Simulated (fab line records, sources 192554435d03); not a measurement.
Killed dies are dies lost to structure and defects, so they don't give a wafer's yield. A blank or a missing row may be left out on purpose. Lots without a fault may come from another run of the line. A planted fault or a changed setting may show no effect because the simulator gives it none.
Problem report in the 8D (eight disciplines) form, filled by code | flow n5_finfet | the parts of the form that need people (team, actions taken, sign-off) are left out

1. THE PROBLEM
time_to_endpoint_s at N5_BEOL_M8_CMP_52 reads a mean of 42 s on 3 wafers of 2 lots; wafers without a fault read 62 s with a standard deviation of 4. That is -5.0 standard deviations from the usual mean.
The step: polishes, stops on SiCOH lowk, t overpolish 6.9 s, target thk 80 nm.
First seen on wafer L100.1, day 13 09:40, on cmp-01. The record holds 33 wafers of 11 lots with a number at this step. Rule for "out", or "out of limits": more than 4 standard deviations from the usual mean. The other wafers with a number count as sound.

2. WHAT IT IS AND WHAT IT IS NOT
question                    | is                     | is not
which readings at this step | time_to_endpoint_s     | motor_current_A
which lots                  | L100, L103             | L106, L107, L108, L985, L986, L988, L990, L991, L992
which wafers of those lots  | L100.1, L100.6, L103.2 | L100.4, L103.4, L103.5
read on which tools         | cmp-01, cmp-03         | cmp-04
when                        | from day 13 09:40      | up to then (19 sound wafers); but 11 sound wafers of L103, L106, L107, L108 came after

3. SUSPECTS, AND WHAT RULES EACH OUT
Counting: a tool at a process step up to the reading stays a suspect if it ran every lot that is out. Sound lots after the first of them don't rule it out here, since some wafers of a struck lot are sound.
- ecd_cu-01 at N5_BEOL_M8_ECD_50 (material Cu, target thk 300 nm): kept. It ran every lot that is out, first L100 (day 13 09:17); its last sound lot up to then is L991 (day 10 17:03).
Left after counting: ecd_cu-01 at N5_BEOL_M8_ECD_50.

4. THE CAUSE (what the simulator had put in)
Process parameter drift: ecd_cu-01, from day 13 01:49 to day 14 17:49, at N5_BEOL_M8_ECD_50. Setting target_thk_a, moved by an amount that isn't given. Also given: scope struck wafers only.
Counting left only this tool.

5. THE CHAIN OF EFFECTS, in route order
Each row: a reading whose mean over the struck wafers that have a number lies more than 3 standard deviations from the usual. Only readings for which the record gives a usual standard deviation are gone through. hours: the time from each lot's start at the first step in this table that gives one to its start at this step, as a median over the lots. sigmas: the change in usual standard deviations.
hours | step              | reading            | usual | on struck wafers | change | sigmas
0     | N5_BEOL_M8_CMP_52 | time_to_endpoint_s | 62 s  | 42               | -20    | -5.0
The process steps in it:
- N5_BEOL_M8_CMP_52: polishes, stops on SiCOH lowk, t overpolish 6.9 s, target thk 80 nm.

6. WHAT WOULD HAVE CAUGHT IT SOONER
In this record the first reading out of limits was taken at day 13 09:40, 8 hours after the fault began at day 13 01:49.
Of the lots that are out (2), L103 began N5_BEOL_M8_ECD_50 on ecd_cu-01 after day 13 09:40. A hold on the tool at that time would have spared it.
